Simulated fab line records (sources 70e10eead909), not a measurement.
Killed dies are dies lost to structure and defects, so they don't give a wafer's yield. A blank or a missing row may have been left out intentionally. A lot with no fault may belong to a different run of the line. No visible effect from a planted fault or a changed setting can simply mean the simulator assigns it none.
fab line records | flow nand-harc | part 1 of 2: steps 1 to 29 of 41
[record] lots = 5 | wafers = 15 | last-day = 32
route steps=1302 shown A_BLC@1128 A_M0@1137 A_M1@1169
lots with no fault: from the same line, run without faults
start-h: hours from the record's first day to the start of the lot's first wafer shown | wait-h: hours from the lot's prior step to this one | " identical to the entry in the row above | L1.1+2: one row covering several wafers at once | - no value, or no start was given | * or withheld: withheld | < > ~ a bound
route shown NAME@n: NAME is a module with steps in the file, n the number in the route of the first one | usual: mean/standard deviation of fault-free wafers | same: alike in all rows | chamber/n: place in a boat | sites: each site's reading | _std_site: standard deviation across them | _edge_site: outer sites' mean less inner sites' | radius-mm: for every site, how far away it sits from the centre of the wafer | mask NAME#n: copy n | behind: the most recent tool/chamber to have shaped the wafer | hold: reason for holding the lot/hours on hold/outcome of the hold | device: names the non-switching transistor (n, p or np) | end of line: tests of these same wafers at the route's end | a step with no rows: only its recipe | killed: count of dies lost to structure and defects at first sort (not the wafer's yield) | map: shows each die of a wafer: x if killed, . if not, _ if none is there
set.NAME: the setting the step ran with; set.NAME@STEP: the setting that earlier step ran with | model.NAME: the simulator's own value behind a step, which no gauge read
lots at some steps of the route; a table a step, a row a wafer
services: from which hour (start-h, from the record's first day; less than 0 if before it) a tool's chamber was out of use, for how many hours, and why
[[steps]]
[step NHARC_A_BLC_DEGAS_30]
[recipe] temp-c = 300 | time-s = 60
[usual] heater-power-w = 475/51
lot.wafer | tool           | chamber | start-h | wait-h | heater-power-w
L075.1    | pvd-sputter-02 | -       | 532.21  | -      | 464
L075.6    | "              | -       | "       | "      | 407
L075.5    | "              | -       | "       | "      | 423
L077.3    | pvd-sputter-01 | -       | 540.04  | -      | 526
L077.1    | "              | -       | "       | "      | 516
L077.5    | "              | -       | "       | "      | 541
L080.2    | pvd-sputter-01 | -       | 576.24  | -      | 609
L080.4    | "              | -       | "       | "      | 486
L080.1    | "              | -       | "       | "      | 516
L082.4    | pvd-sputter-01 | -       | 612.46  | -      | 509
L082.2    | "              | -       | "       | "      | 575
L082.6    | "              | -       | "       | "      | 543
L094.4    | pvd-sputter-02 | -       | 714.35  | -      | 482
L094.2    | "              | -       | "       | "      | 476
L094.5    | "              | -       | "       | "      | 475
[step NHARC_A_BLC_PRE_CLEAN_31]
[recipe] time-s = 15 | bias-v = 250 | gas = Ar
lot.wafer  | tool           | chamber | start-h | wait-h
L075.1+5+6 | pvd-sputter-02 | -       | -       | -
L077.3+1+5 | pvd-sputter-01 | -       | -       | -
L080.1+2+4 | pvd-sputter-01 | -       | -       | -
L082.4+2+6 | pvd-sputter-01 | -       | -       | -
L094.4+2+5 | pvd-sputter-02 | -       | -       | -
[step NHARC_A_BLC_PVD_32]
[recipe] target-thk-a = 50 | chamber-pressure-pa = 5 | power-w = 5000 | substrate-temp-c = 200 | time-s = 17.7 | material = Ti
[usual] substrate-temp-c = 200.01/0.17 | throttle-valve-pct = 30.1/0.97
lot.wafer | tool           | chamber | start-h | wait-h | substrate-temp-c | throttle-valve-pct
L075.1    | pvd-sputter-02 | -       | -       | -      | 199.95           | 30.6
L075.5    | "              | -       | "       | "      | 199.79           | 29.8
L075.6    | "              | -       | "       | "      | 200.21           | 30.6
L077.1    | pvd-sputter-01 | -       | -       | -      | 200.05           | 32.0
L077.3    | "              | -       | "       | "      | 199.98           | 30.9
L077.5    | "              | -       | "       | "      | 199.71           | 29.5
L080.4    | pvd-sputter-01 | -       | -       | -      | 199.79           | 29.9
L080.1    | "              | -       | "       | "      | 199.97           | 29.3
L080.2    | "              | -       | "       | "      | 200.08           | 30.7
L082.2    | pvd-sputter-01 | -       | -       | -      | 199.94           | 30.2
L082.4    | "              | -       | "       | "      | 200.21           | 31.9
L082.6    | "              | -       | "       | "      | 200.13           | 31.1
L094.2    | pvd-sputter-02 | -       | -       | -      | 200.15           | 31.2
L094.4    | "              | -       | "       | "      | 199.73           | 31.2
L094.5    | "              | -       | "       | "      | 199.96           | 30.7
[step NHARC_A_BLC_ALD_23]
[recipe] target-thk-a = 30 | pulse-time-s = 1 | ald-cycles = 150 | temp-c = 450 | material = TiN
[usual] heater-power-w = 1078/89 | precursor-pulse-height-rel = 0.999/0.018
lot.wafer | tool         | chamber | start-h | wait-h | heater-power-w | precursor-pulse-height-rel
L075.1    | ald-metal-03 | 2       | 532.56  | -      | 1084           | 1.002
L075.6    | "            | 1       | "       | "      | 940            | 1.012
L075.5    | "            | 2       | "       | "      | 1087           | 1.019
L077.3    | ald-metal-01 | 0       | 540.35  | -      | 1123           | 0.998
L077.1    | "            | 2       | "       | "      | 1284           | 1.006
L077.5    | "            | 1       | "       | "      | 1163           | 1.016
L080.2    | ald-metal-01 | 2       | 576.50  | -      | 1260           | 1.010
L080.4    | "            | 3       | "       | "      | 1156           | 0.999
L080.1    | "            | 0       | "       | "      | 1065           | 0.987
L082.2    | ald-metal-04 | 2       | 612.71  | -      | 1118           | 0.974
L082.4    | "            | 1       | "       | "      | 1030           | 1.024
L082.6    | "            | 2       | "       | "      | 1096           | 1.010
L094.2    | ald-metal-01 | 3       | 714.64  | -      | 1127           | 0.977
L094.4    | "            | 1       | "       | "      | 1114           | 0.988
L094.5    | "            | 2       | "       | "      | 1307           | 0.971
[step NHARC_A_BLC_CVD_24]
[recipe] target-thk-a = 1500 | temp-c = 300 | pressure-torr = 40 | wf6-flow-sccm = 40 | h2-flow-sccm = 1600 | ar-flow-sccm = 1560 | time-s = 434 | material = W
[usual] heater-power-w = 486/27 | throttle-valve-pct = 8.01/0.29
lot.wafer | tool     | chamber | start-h | wait-h | heater-power-w | throttle-valve-pct
L075.1    | cvd-w-02 | 0       | -       | -      | 490            | 8.32
L075.5    | "        | 0       | "       | "      | 504            | 8.03
L075.6    | "        | 1       | "       | "      | 501            | 7.96
L077.1    | cvd-w-01 | 0       | -       | -      | 446            | 8.14
L077.3    | "        | 0       | "       | "      | 446            | 8.01
L077.5    | "        | 0       | "       | "      | 455            | 7.77
L080.2    | cvd-w-02 | 1       | -       | -      | 511            | 7.70
L080.1    | "        | 0       | "       | "      | 487            | 8.01
L080.4    | "        | 0       | "       | "      | 502            | 8.14
L082.2    | cvd-w-01 | 1       | -       | -      | 508            | 8.38
L082.4    | "        | 0       | "       | "      | 453            | 7.94
L082.6    | "        | 1       | "       | "      | 513            | 8.50
L094.2    | cvd-w-02 | 1       | -       | -      | 502            | 7.54
L094.4    | "        | 1       | "       | "      | 495            | 7.91
L094.5    | "        | 0       | "       | "      | 478            | 8.13
[step NHARC_A_BLC_CMP_25]
[recipe] t-overpolish-s = 30 | target-thk-nm = 150
[usual] motor-current-A = 12.2/1.3 | overpolish-run-s = 30.000/0.0094 | time-to-endpoint-s = 30.3/2.4
lot.wafer | tool   | chamber | start-h | wait-h | motor-current-A | overpolish-run-s | time-to-endpoint-s
L075.1    | cmp-02 | 3       | 533.27  | 0.5    | 10.6            | 30.000           | 29.3
L075.6    | "      | 3       | "       | "      | 10.0            | 30.016           | 30.8
L075.5    | "      | 0       | "       | "      | 13.5            | 29.996           | 29.4
L077.1    | cmp-02 | 3       | 541.57  | 0.9    | 10.2            | 29.988           | 33.6
L077.3    | "      | 1       | "       | "      | 13.2            | 30.008           | 25.9
L077.5    | "      | 2       | "       | "      | 12.6            | 29.999           | 30.0
L080.2    | cmp-02 | 2       | 577.21  | 0.5    | 13.2            | 30.004           | 29.7
L080.4    | "      | 3       | "       | "      | 10.2            | 30.005           | 34.7
L080.1    | "      | 1       | "       | "      | 12.7            | 30.002           | 27.5
L082.4    | cmp-03 | 2       | 613.48  | 0.3    | 11.7            | 29.993           | 33.8
L082.2    | "      | 3       | "       | "      | 12.9            | 30.009           | 29.9
L082.6    | "      | 0       | "       | "      | 13.5            | 29.996           | 34.1
L094.2    | cmp-02 | 3       | 715.35  | 0.4    | 10.2            | 30.007           | 29.7
L094.4    | "      | 0       | "       | "      | 13.4            | 29.999           | 28.5
L094.5    | "      | 0       | "       | "      | 12.6            | 29.994           | 29.4
[step NHARC_A_BLC_SRD_27]
lot.wafer  | tool         | chamber | start-h | wait-h
L075.1+6+5 | wet-bench-01 | 7,3,4   | 533.59  | 0.0
L077.1+5+3 | wet-bench-09 | 5,7,1   | 541.87  | 0.0
L080.4+2+1 | wet-bench-03 | 5,6,0   | 577.53  | 0.0
L082.2+4+6 | wet-bench-03 | 3,4,5   | 613.76  | 0.0
L094.2+4+5 | wet-bench-09 | 4,6,7   | 715.67  | 0.0
[step NHARC_A_BLC_INSPECT_28]
[usual] raw-defect-count = 492/140
lot.wafer | tool              | chamber | start-h | wait-h | raw-defect-count
L075.1    | defect-inspect-01 | -       | 533.67  | 0.1    | 241
L075.5    | "                 | -       | "       | "      | 355
L075.6    | "                 | -       | "       | "      | 247
L077.1    | defect-inspect-02 | -       | 541.95  | 0.1    | 310
L077.3    | "                 | -       | "       | "      | 437
L077.5    | "                 | -       | "       | "      | 424
L080.1    | defect-inspect-01 | -       | 577.61  | 0.1    | 418
L080.2    | "                 | -       | "       | "      | 596
L080.4    | "                 | -       | "       | "      | 497
L082.2    | defect-inspect-01 | -       | 613.84  | 0.1    | 417
L082.4    | "                 | -       | "       | "      | 505
L082.6    | "                 | -       | "       | "      | 553
L094.2    | defect-inspect-01 | -       | 715.76  | 0.1    | 429
L094.4    | "                 | -       | "       | "      | 515
L094.5    | "                 | -       | "       | "      | 509
[step NHARC_A_M0_DEP_00]
[recipe] target-thk-a = 1500 | target-thk-nm = 150 | temp-c = withheld | pressure-torr = 5 | flow-sccm = 200 | rf-w = 600 | material = SiOC
lot.wafer  | tool     | chamber | start-h | wait-h
L075.1+5+6 | pecvd-02 | 1,0,1   | 533.83  | 0.2
L077.1+3+5 | pecvd-01 | 0,2,1   | 542.02  | 0.1
L080.2+1+4 | pecvd-01 | 2,0,1   | 577.68  | 0.1
L082.2+6+4 | pecvd-02 | 2,0,1   | 613.99  | 0.2
L094.2+4+5 | pecvd-01 | 0,2,2   | 715.82  | 0.1
[step NHARC_A_M0_DEHYDRATE_01]
[recipe] temp-c = 150 | time-s = 120
lot.wafer  | tool           | chamber | start-h | wait-h
L075.1+5+6 | litho-track-04 | 0       | 534.14  | -
L077.1+3+5 | litho-track-01 | 0       | 542.42  | -
L080.1+2+4 | litho-track-01 | 0       | 578.08  | -
L082.2+4+6 | litho-track-04 | 0       | 614.31  | -
L094.2+4+5 | litho-track-04 | 0       | 716.36  | 0.5
[step NHARC_A_M0_HMDS_02]
[recipe] time-s = 30
lot.wafer  | tool           | chamber | start-h | wait-h
L075.1+5+6 | litho-track-04 | 0       | -       | -
L077.1+3+5 | litho-track-01 | 0       | -       | -
L080.1+2+4 | litho-track-01 | 0       | -       | -
L082.2+4+6 | litho-track-04 | 0       | -       | -
L094.2+4+5 | litho-track-04 | 0       | -       | -
[step NHARC_A_M0_COAT_33]
[recipe] temp-c = 200 | time-s = 65
lot.wafer  | tool           | chamber | start-h | wait-h
L075.1+5+6 | litho-track-04 | 0       | -       | -
L077.1+3+5 | litho-track-01 | 0       | -       | -
L080.1+2+4 | litho-track-01 | 0       | -       | -
L082.2+4+6 | litho-track-04 | 0       | -       | -
L094.2+4+5 | litho-track-04 | 0       | -       | -
[step NHARC_A_M0_COAT_03]
[recipe] spin-rpm = 1500 | resist-thk-nm = 90
lot.wafer  | tool           | chamber | start-h | wait-h
L075.1+5+6 | litho-track-04 | 0       | -       | -
L077.1+3+5 | litho-track-01 | 0       | -       | -
L080.1+2+4 | litho-track-01 | 0       | -       | -
L082.2+4+6 | litho-track-04 | 0       | -       | -
L094.2+4+5 | litho-track-04 | 0       | -       | -
[step NHARC_A_M0_SOFTBAKE_04]
[recipe] temp-c = 105 | time-s = 55
lot.wafer  | tool           | chamber | start-h | wait-h
L075.1+5+6 | litho-track-04 | 0       | -       | -
L077.1+3+5 | litho-track-01 | 0       | -       | -
L080.1+2+4 | litho-track-01 | 0       | -       | -
L082.2+4+6 | litho-track-04 | 0       | -       | -
L094.2+4+5 | litho-track-04 | 0       | -       | -
[step NHARC_A_M0_EBR_05]
lot.wafer  | tool           | chamber | start-h | wait-h
L075.1+5+6 | litho-track-04 | 0       | -       | -
L077.1+3+5 | litho-track-01 | 0       | -       | -
L080.1+2+4 | litho-track-01 | 0       | -       | -
L082.2+4+6 | litho-track-04 | 0       | -       | -
L094.2+4+5 | litho-track-04 | 0       | -       | -
[step NHARC_A_M0_EXPOSE_06]
[recipe] na = 1.35 | target-cd-nm = 80 | dose-mj = 83.25 | mask-id = A_M0
lot.wafer  | tool            | chamber | start-h | wait-h | mask
L075.1+5+6 | arfi-scanner-01 | 0       | 534.43  | -      | A_M0#0
L077.1+3+5 | arfi-scanner-01 | 0       | 542.71  | -      | A_M0#0
L080.1+2+4 | arfi-scanner-02 | 0       | 578.37  | -      | A_M0#0
L082.2+4+6 | arfi-scanner-02 | 0       | 614.60  | -      | A_M0#0
L094.2+4+5 | arfi-scanner-02 | 0       | 716.53  | -      | A_M0#0
[step NHARC_A_M0_PEB_07]
[recipe] peb-temp-c = 100 | peb-time-s = 65
lot.wafer  | tool           | chamber | start-h | wait-h
L075.1+5+6 | litho-track-01 | 0       | 534.49  | 0.1
L077.1+3+5 | litho-track-04 | 0       | 542.77  | 0.1
L080.1+2+4 | litho-track-06 | 0       | 578.43  | 0.1
L082.2+4+6 | litho-track-01 | 0       | 614.66  | 0.1
L094.2+4+5 | litho-track-01 | 0       | 716.59  | 0.1
[step NHARC_A_M0_DEVELOP_08]
[recipe] develop-time-s = 35 | dev-temp-c = 23
lot.wafer  | tool           | chamber | start-h | wait-h
L075.1+5+6 | litho-track-01 | 0       | -       | -
L077.1+3+5 | litho-track-04 | 0       | -       | -
L080.1+2+4 | litho-track-06 | 0       | -       | -
L082.2+4+6 | litho-track-01 | 0       | -       | -
L094.2+4+5 | litho-track-01 | 0       | -       | -
[step NHARC_A_M0_CD_MEAS_09]
[recipe] target-cd-nm = 80 | landing-energy-ev = 500
[usual] cd-nm = 79.9/0.69
lot.wafer | tool      | chamber | start-h | wait-h | cd-nm
L075.1    | cd-sem-03 | 0       | 534.57  | -      | 80.6
L075.5    | "         | 0       | "       | "      | 79.5
L075.6    | "         | 0       | "       | "      | 79.8
L077.1    | cd-sem-01 | 0       | 542.85  | -      | 80.7
L077.3    | "         | 0       | "       | "      | 79.5
L077.5    | "         | 0       | "       | "      | 79.9
L080.1    | cd-sem-01 | 0       | 578.51  | -      | 79.8
L080.2    | "         | 0       | "       | "      | 80.4
L080.4    | "         | 0       | "       | "      | 80.6
L082.2    | cd-sem-01 | 0       | 614.74  | -      | 79.5
L082.4    | "         | 0       | "       | "      | 80.0
L082.6    | "         | 0       | "       | "      | 80.5
L094.2    | cd-sem-01 | 0       | 716.67  | -      | 81.2
L094.4    | "         | 0       | "       | "      | 81.5
L094.5    | "         | 0       | "       | "      | 80.3
[step NHARC_A_M0_OVL_MEAS_10]
[recipe] pitch-nm = 160
[usual] overlay-x-nm = -0.1/0.93 | overlay-y-nm = -0.1/1
lot.wafer | tool       | chamber | start-h | wait-h | overlay-x-nm | overlay-y-nm
L075.1    | overlay-01 | -       | 534.66  | -      | -1.1         | 0.1
L075.5    | "          | -       | "       | "      | -1.1         | -0.3
L075.6    | "          | -       | "       | "      | -1.5         | -0.7
L077.1    | overlay-01 | -       | 542.94  | -      | -0.2         | -0.7
L077.3    | "          | -       | "       | "      | -0.5         | -1.1
L077.5    | "          | -       | "       | "      | 0.0          | -0.8
L080.1    | overlay-01 | -       | 578.60  | -      | -0.8         | -0.8
L080.2    | "          | -       | "       | "      | -0.5         | -0.4
L080.4    | "          | -       | "       | "      | -1.1         | -0.6
L082.2    | overlay-01 | -       | 614.83  | -      | -0.2         | -1.9
L082.4    | "          | -       | "       | "      | -0.2         | -2.3
L082.6    | "          | -       | "       | "      | -0.8         | -2.5
L094.2    | overlay-02 | -       | 716.76  | -      | -0.4         | 0.6
L094.4    | "          | -       | "       | "      | -0.6         | 1.0
L094.5    | "          | -       | "       | "      | -1.0         | 0.6
[step NHARC_A_M0_INSPECT_11]
[usual] raw-defect-count = 81/37
lot.wafer | tool              | chamber | start-h | wait-h | raw-defect-count
L075.1    | defect-inspect-02 | -       | 534.69  | 0.0    | 19
L075.5    | "                 | -       | "       | "      | 18
L075.6    | "                 | -       | "       | "      | 16
L077.1    | defect-inspect-01 | -       | 542.97  | 0.0    | 72
L077.3    | "                 | -       | "       | "      | 68
L077.5    | "                 | -       | "       | "      | 65
L080.1    | defect-inspect-01 | -       | 578.64  | 0.0    | 89
L080.2    | "                 | -       | "       | "      | 97
L080.4    | "                 | -       | "       | "      | 100
L082.2    | defect-inspect-02 | -       | 614.86  | 0.0    | 134
L082.4    | "                 | -       | "       | "      | 137
L082.6    | "                 | -       | "       | "      | 132
L094.2    | defect-inspect-01 | -       | 716.79  | 0.0    | 36
L094.4    | "                 | -       | "       | "      | 35
L094.5    | "                 | -       | "       | "      | 36
[step NHARC_A_M0_DESCUM_14]
[recipe] time-s = 3 | o2-flow-sccm = 200 | ar-flow-sccm = 0 | bias-power-w = 0 | chemistry = O2
[usual] drypump-motor-current-A = 5.7/0.49 | oes-product-au = 1.001/0.0086 | rf-vpp-V = 57.8/0.95 | showerhead-plenum-p-Torr = 1.91/0.078 | throttle-valve-pct = 11.311/0.0083
lot.wafer | tool        | chamber | start-h | wait-h | drypump-motor-current-A | oes-product-au | rf-hours-counter-h | rf-vpp-V | showerhead-plenum-p-Torr | throttle-valve-pct
L075.1    | rie-diel-01 | 3       | 534.76  | 0.1    | 6.4                     | 1.007          | 7.0                | 57.5     | 1.99                     | 11.311
L075.6    | "           | 2       | "       | "      | 5.4                     | 0.998          | -                  | 56.8     | 1.90                     | 11.309
L075.5    | "           | 3       | "       | "      | 6.4                     | 1.011          | -                  | 58.5     | 1.99                     | 11.330
L077.1    | rie-diel-02 | 0       | 543.04  | 0.1    | 5.5                     | 1.007          | 7.6                | 55.6     | 1.78                     | 11.319
L077.3    | "           | 1       | "       | "      | 5.7                     | 1.010          | 7.3                | 59.4     | 1.88                     | 11.321
L077.5    | "           | 0       | "       | "      | 5.5                     | 0.998          | -                  | 56.6     | 1.78                     | 11.312
L080.2    | rie-diel-01 | 2       | 578.70  | 0.1    | 5.4                     | 0.976          | 0.5                | 57.6     | 1.89                     | 11.317
L080.4    | "           | 0       | "       | "      | 5.5                     | 1.012          | 0.3                | 57.1     | 1.81                     | 11.307
L080.1    | "           | 1       | "       | "      | 6.5                     | 0.998          | 0.4                | 58.5     | 1.96                     | 11.306
L082.4    | rie-diel-01 | 3       | 614.92  | 0.1    | 6.4                     | 1.007          | 2.4                | 58.3     | 1.99                     | 11.313
L082.2    | "           | 1       | "       | "      | 6.5                     | 1.003          | 2.3                | 59.3     | 1.96                     | 11.314
L082.6    | "           | 3       | "       | "      | 6.4                     | 0.999          | -                  | 57.7     | 1.99                     | 11.309
L094.4    | rie-diel-09 | 2       | 716.85  | 0.1    | 6.4                     | 1.002          | 1.5                | 58.3     | 2.00                     | 11.305
L094.2    | "           | 1       | "       | "      | 5.1                     | 0.993          | 1.4                | 58.9     | 2.04                     | 11.299
L094.5    | "           | 3       | "       | "      | 5.7                     | 1.021          | -                  | 59.1     | 1.92                     | 11.321
[step NHARC_A_M0_ETCH_34]
[recipe] target-depth-a = 400 | overetch-a = 120 | time-s = 43.94 | ion-energy-ev = 200 | n2-flow-sccm = 150 | h2-flow-sccm = 150 | ar-flow-sccm = 0 | rf-w = 400 | bias-w = 150 | chemistry = N2/H2
[usual] drypump-motor-current-A = 5.7/0.49 | oes-product-au = 1.001/0.0084 | rf-vpp-V = 430.4/2.3 | showerhead-plenum-p-Torr = 2.03/0.088 | throttle-valve-pct = 14.172/0.0085
lot.wafer | tool        | chamber | start-h | wait-h | drypump-motor-current-A | oes-product-au | rf-hours-counter-h | rf-vpp-V | showerhead-plenum-p-Torr | throttle-valve-pct
L075.1    | rie-diel-01 | 1       | 534.85  | 0.1    | 6.5                     | 1.013          | 5.9                | 429.5    | 2.09                     | 14.173
L075.6    | "           | 0       | "       | "      | 5.5                     | 0.999          | -                  | 427.4    | 1.92                     | 14.171
L075.5    | "           | 1       | "       | "      | 6.5                     | 0.997          | -                  | 432.5    | 2.09                     | 14.187
L077.3    | rie-diel-02 | 0       | 543.12  | 0.1    | 5.4                     | 1.003          | 7.6                | 427.9    | 1.90                     | 14.173
L077.1    | "           | 2       | "       | "      | 5.5                     | 0.996          | 7.1                | 428.2    | 1.98                     | 14.170
L077.5    | "           | 0       | "       | "      | 5.5                     | 0.992          | -                  | 425.7    | 1.90                     | 14.169
L080.2    | rie-diel-01 | 2       | 578.79  | 0.1    | 5.4                     | 0.981          | 0.5                | 429.8    | 2.02                     | 14.168
L080.4    | "           | 0       | "       | "      | 5.5                     | 1.002          | 0.3                | 426.4    | 1.92                     | 14.160
L080.1    | "           | 1       | "       | "      | 6.5                     | 1.001          | 0.4                | 431.6    | 2.09                     | 14.182
L082.2    | rie-diel-01 | 0       | 615.01  | 0.1    | 5.5                     | 0.995          | 2.1                | 426.2    | 1.92                     | 14.180
L082.4    | "           | 3       | "       | "      | 6.4                     | 0.999          | 2.4                | 432.7    | 2.12                     | 14.176
L082.6    | "           | 1       | "       | "      | 6.5                     | 0.990          | -                  | 431.9    | 2.09                     | 14.170
L094.2    | rie-diel-09 | 1       | 716.94  | 0.1    | 5.1                     | 1.001          | 1.5                | 432.6    | 2.18                     | 14.173
L094.4    | "           | 2       | "       | "      | 6.4                     | 1.001          | 1.5                | 432.8    | 2.13                     | 14.178
L094.5    | "           | 1       | "       | "      | 5.1                     | 0.996          | -                  | 434.6    | 2.18                     | 14.188
[step NHARC_A_M0_ETCH_15]
[recipe] target-depth-a = 1500 | overetch-a = 150 | time-s = 82.5 | c4f8-flow-sccm = withheld | ar-flow-sccm = 400 | rf-w = 600 | bias-w = 300 | chemistry = C4F8/Ar
[usual] oes-product-au = 0.952/0.023 | rf-vpp-V = 440.5/2.5
lot.wafer | tool        | chamber | start-h | wait-h | oes-product-au | rf-hours-counter-h | rf-vpp-V
L075.1    | rie-diel-01 | 1       | -       | -      | 0.972          | 6.0                | 442.9
L075.5    | "           | 0       | "       | "      | 0.964          | -                  | 437.1
L075.6    | "           | 1       | "       | "      | 0.974          | -                  | 442.9
L077.1    | rie-diel-02 | 3       | -       | -      | 0.978          | 7.2                | 439.3
L077.3    | "           | 1       | "       | "      | 0.959          | 7.3                | 439.5
L077.5    | "           | 0       | "       | "      | 0.962          | -                  | 437.4
L080.1    | rie-diel-01 | 2       | -       | -      | 0.946          | 0.6                | 440.3
L080.4    | "           | 3       | "       | "      | 0.957          | 0.5                | 444.2
L080.2    | "           | 0       | "       | "      | 0.978          | 0.3                | 437.1
L082.2    | rie-diel-01 | 1       | -       | -      | 0.980          | 2.3                | 442.0
L082.4    | "           | 3       | "       | "      | 0.957          | 2.4                | 441.8
L082.6    | "           | 2       | "       | "      | 0.965          | -                  | 440.4
L094.4    | rie-diel-09 | 3       | -       | -      | 0.977          | 1.8                | 441.9
L094.2    | "           | 1       | "       | "      | 0.976          | 1.5                | 443.2
L094.5    | "           | 3       | "       | "      | 0.971          | -                  | 441.0
[step NHARC_A_M0_CD_MEAS_16]
[usual] cd-nm = 79.8/0.8
lot.wafer | tool      | chamber | start-h | wait-h | cd-nm
L075.1    | cd-sem-03 | -       | 535.06  | -      | 80.6
L075.5    | "         | -       | "       | "      | 79.2
L075.6    | "         | -       | "       | "      | 79.5
L077.1    | cd-sem-01 | -       | 543.34  | -      | 81.3
L077.3    | "         | -       | "       | "      | 78.8
L077.5    | "         | -       | "       | "      | 80.6
L080.1    | cd-sem-02 | -       | 579.00  | -      | 79.1
L080.2    | "         | -       | "       | "      | 80.6
L080.4    | "         | -       | "       | "      | 80.9
L082.2    | cd-sem-03 | -       | 615.23  | -      | 79.5
L082.4    | "         | -       | "       | "      | 79.6
L082.6    | "         | -       | "       | "      | 80.1
L094.2    | cd-sem-03 | -       | 717.16  | -      | 80.8
L094.4    | "         | -       | "       | "      | 80.7
L094.5    | "         | -       | "       | "      | 80.3
[step NHARC_A_M0_STRIP_18]
[recipe] power-w = 1000 | n2-flow-sccm = 150 | h2-flow-sccm = 150 | ar-flow-sccm = 0 | bias-w = 0 | chemistry = N2/H2
[usual] drypump-motor-current-A = 5.7/0.48 | oes-product-au = 1.002/0.0085 | rf-vpp-V = 90.6/1.1 | showerhead-plenum-p-Torr = 2.03/0.084 | throttle-valve-pct = 14.170/0.009
lot.wafer | tool        | chamber | start-h | wait-h | drypump-motor-current-A | oes-product-au | rf-hours-counter-h | rf-vpp-V | showerhead-plenum-p-Torr | throttle-valve-pct
L075.1    | rie-diel-01 | 1       | 535.16  | 0.1    | 6.5                     | 1.007          | 6.0                | 90.4     | 2.09                     | 14.160
L075.5    | "           | 0       | "       | "      | 5.6                     | 0.988          | -                  | 90.2     | 1.92                     | 14.157
L075.6    | "           | 1       | "       | "      | 6.5                     | 1.003          | -                  | 90.4     | 2.09                     | 14.174
L077.3    | rie-diel-09 | 3       | 543.44  | 0.1    | 5.7                     | 1.006          | 1.5                | 90.3     | 2.05                     | 14.158
L077.1    | "           | 0       | "       | "      | 5.1                     | 1.001          | 1.6                | 89.7     | 1.96                     | 14.185
L077.5    | "           | 0       | "       | "      | 5.1                     | 0.999          | -                  | 90.4     | 1.96                     | 14.174
L080.2    | rie-diel-01 | 0       | 579.07  | 0.1    | 5.5                     | 1.013          | 0.4                | 89.4     | 1.92                     | 14.188
L080.4    | "           | 2       | "       | "      | 5.3                     | 0.979          | 0.6                | 92.3     | 2.02                     | 14.174
L080.1    | "           | 3       | "       | "      | 6.4                     | 1.002          | 0.5                | 91.1     | 2.13                     | 14.160
L082.4    | rie-diel-09 | 1       | 615.35  | 0.1    | 5.1                     | 0.997          | 5.6                | 92.6     | 2.18                     | 14.176
L082.2    | "           | 2       | "       | "      | 6.4                     | 1.013          | 3.1                | 92.1     | 2.14                     | 14.172
L082.6    | "           | 3       | "       | "      | 5.7                     | 0.999          | -                  | 91.4     | 2.05                     | 14.168
L094.4    | rie-diel-01 | 1       | 717.29  | 0.1    | 6.5                     | 0.997          | 7.7                | 91.6     | 2.09                     | 14.180
L094.2    | "           | 2       | "       | "      | 5.3                     | 0.989          | 7.9                | 90.0     | 2.02                     | 14.169
L094.5    | "           | 3       | "       | "      | 6.4                     | 1.005          | -                  | 90.4     | 2.12                     | 14.166
[step NHARC_A_M0_STRIP_19]
[recipe] time-s = 600 | temp-c = 30 | chemistry = post-etch-residue-remover
lot.wafer  | tool         | chamber | start-h | wait-h
L075.5+6+1 | wet-bench-07 | 0,1,4   | 535.41  | -
L077.5+1+3 | wet-bench-07 | 4,6,0   | 543.74  | -
L080.2+1+4 | wet-bench-07 | 5,7,1   | 579.35  | -
L082.6+4+2 | wet-bench-06 | 6,7,0   | 615.59  | -
L094.5+4+2 | wet-bench-07 | 5,6,2   | 717.53  | -
[step NHARC_A_M0_DEGAS_28]
[recipe] temp-c = 250 | time-s = 60
[usual] heater-power-w = 338/36
lot.wafer | tool           | chamber | start-h | wait-h | heater-power-w
L075.1    | pvd-sputter-02 | -       | 535.69  | -      | 309
L075.5    | "              | -       | "       | "      | 315
L075.6    | "              | -       | "       | "      | 295
L077.3    | pvd-sputter-02 | -       | 544.01  | -      | 301
L077.1    | "              | -       | "       | "      | 313
L077.5    | "              | -       | "       | "      | 292
L080.1    | pvd-sputter-01 | -       | 579.62  | -      | 401
L080.2    | "              | -       | "       | "      | 354
L080.4    | "              | -       | "       | "      | 379
L082.4    | pvd-sputter-02 | -       | 615.84  | -      | 318
L082.2    | "              | -       | "       | "      | 317
L082.6    | "              | -       | "       | "      | 312
L094.2    | pvd-sputter-02 | -       | 717.81  | -      | 300
L094.4    | "              | -       | "       | "      | 338
L094.5    | "              | -       | "       | "      | 302
[step NHARC_A_M0_PRE_CLEAN_29]
[recipe] time-s = 30 | temp-c = 280 | gas = H2/He
[usual] heater-power-w = 417/44
lot.wafer | tool           | chamber | start-h | wait-h | heater-power-w
L075.1    | pvd-sputter-02 | -       | -       | -      | 400
L075.6    | "              | -       | "       | "      | 385
L075.5    | "              | -       | "       | "      | 393
L077.1    | pvd-sputter-02 | -       | -       | -      | 406
L077.3    | "              | -       | "       | "      | 384
L077.5    | "              | -       | "       | "      | 380
L080.1    | pvd-sputter-01 | -       | -       | -      | 462
L080.4    | "              | -       | "       | "      | 522
L080.2    | "              | -       | "       | "      | 435
L082.2    | pvd-sputter-02 | -       | -       | -      | 381
L082.4    | "              | -       | "       | "      | 387
L082.6    | "              | -       | "       | "      | 391
L094.2    | pvd-sputter-02 | -       | -       | -      | 418
L094.4    | "              | -       | "       | "      | 366
L094.5    | "              | -       | "       | "      | 416
